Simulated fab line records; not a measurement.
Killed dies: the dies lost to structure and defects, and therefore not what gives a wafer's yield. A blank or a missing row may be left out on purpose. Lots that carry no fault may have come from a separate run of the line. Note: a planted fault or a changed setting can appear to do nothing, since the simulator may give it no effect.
Matching of chambers + flow n5-finfet + N5_SD_EPI_N_DESCUM_14 on rie-diel-05 has 4 sister chambers
The step chemistry O2, time 7.9 s. 4 wafers are shown with their chamber, then 9 later ones without.

== WAFERS WITH THEIR CHAMBER ==
| wafer  | chamber | drypump-motor-current-A (A) |
|--------|---------|-----------------------------|
| L091.5 | 2       | 5.6                         |
| L092.4 | 3       | 5.4                         |
| L092.5 | 0       | 5.2                         |
| L092.6 | 1       | 4.8                         |

== WAFERS WITHOUT THEIR CHAMBER ==
| wafer  | drypump-motor-current-A (A) |
|--------|-----------------------------|
| L094.1 | 5.4                         |
| L094.4 | 5.3                         |
| L094.5 | 5.3                         |
| L095.1 | 5.6                         |
| L095.3 | 5.3                         |
| L095.4 | 5.4                         |
| L096.3 | 4.8                         |
| L096.4 | 5.6                         |
| L096.6 | 4.8                         |

== THE CHAMBER EACH PASSED THROUGH ==
| wafer  | from the rows above     | in truth |
|--------|-------------------------|----------|
| L094.1 | 3                       | 3        |
| L094.4 | can't be placed: 0 or 3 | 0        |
| L094.5 | can't be placed: 0 or 3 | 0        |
| L095.1 | 2                       | 2        |
| L095.3 | can't be placed: 0 or 3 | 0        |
| L095.4 | 3                       | 3        |
| L096.3 | 1                       | 1        |
| L096.4 | 2                       | 2        |
| L096.6 | 1                       | 1        |
Correct placement for 6 of the 9. These rows do not allow placing 3 (true chamber among the candidates in 3). Number placed wrongly: 0.
How it was worked out, from the rows above alone: a wafer's distance from a chamber is the root of the sum, over the readings, of the square of ((its reading less the chamber's mean) divided by the reading's scatter). The wafer belongs to the nearest chamber; if the next one is less than 2 further off, it can't be placed. The mean given for a chamber averages the wafers shown for that chamber. The scatter (one wafer shown for each chamber): square how far every hidden wafer sits from the nearest shown wafer, average those squares and take the square root.
